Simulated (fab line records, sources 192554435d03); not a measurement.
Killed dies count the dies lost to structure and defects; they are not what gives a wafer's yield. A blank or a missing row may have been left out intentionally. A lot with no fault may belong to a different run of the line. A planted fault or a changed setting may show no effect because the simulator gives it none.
Matching of chambers / flow n5 finfet / rie diel-01 running N5_BEOL_M13_ETCH_67: 4 sister chambers
The step etches SiARC in CF4, target depth 143 nm, time 238.3 s. 4 wafers are shown with their chamber, then 7 later ones without.

## EACH WAFER AND ITS CHAMBER
wafer=L079.2; chamber=1; drypump motor current A (A)=5.2
wafer=L083.4; chamber=2; drypump motor current A (A)=5.5
wafer=L088.2; chamber=3; drypump motor current A (A)=4.7
wafer=L088.3; chamber=0; drypump motor current A (A)=5.0

## WAFERS WITHOUT THEIR CHAMBER
wafer=L088.5; drypump motor current A (A)=5.2
wafer=L090.1; drypump motor current A (A)=5.6
wafer=L090.3; drypump motor current A (A)=5.2
wafer=L090.6; drypump motor current A (A)=4.7
wafer=L091.1; drypump motor current A (A)=5.2
wafer=L091.2; drypump motor current A (A)=5.0
wafer=L091.3; drypump motor current A (A)=5.6

## WHICH CHAMBER EACH WENT THROUGH
wafer=L088.5; from the rows above=1; in truth=1
wafer=L090.1; from the rows above=2; in truth=2
wafer=L090.3; from the rows above=1; in truth=1
wafer=L090.6; from the rows above=3; in truth=3
wafer=L091.1; from the rows above=1; in truth=1
wafer=L091.2; from the rows above=0; in truth=0
wafer=L091.3; from the rows above=2; in truth=2
7 of 7 placed correctly. Left unplaced by these rows: 0. Wrongly placed: 0.
How it was worked out, from the rows above alone: a wafer's distance from a chamber is the root of the sum, over the readings, of the square of ((its reading less the chamber's mean) divided by the reading's scatter). The wafer belongs to the nearest chamber; if the next one is less than 2 further off, it can't be placed. A chamber's mean is the mean of its shown wafers. The scatter: with one shown wafer a chamber, the root of the mean of the squares of how far each hidden wafer lies from its nearest shown one.
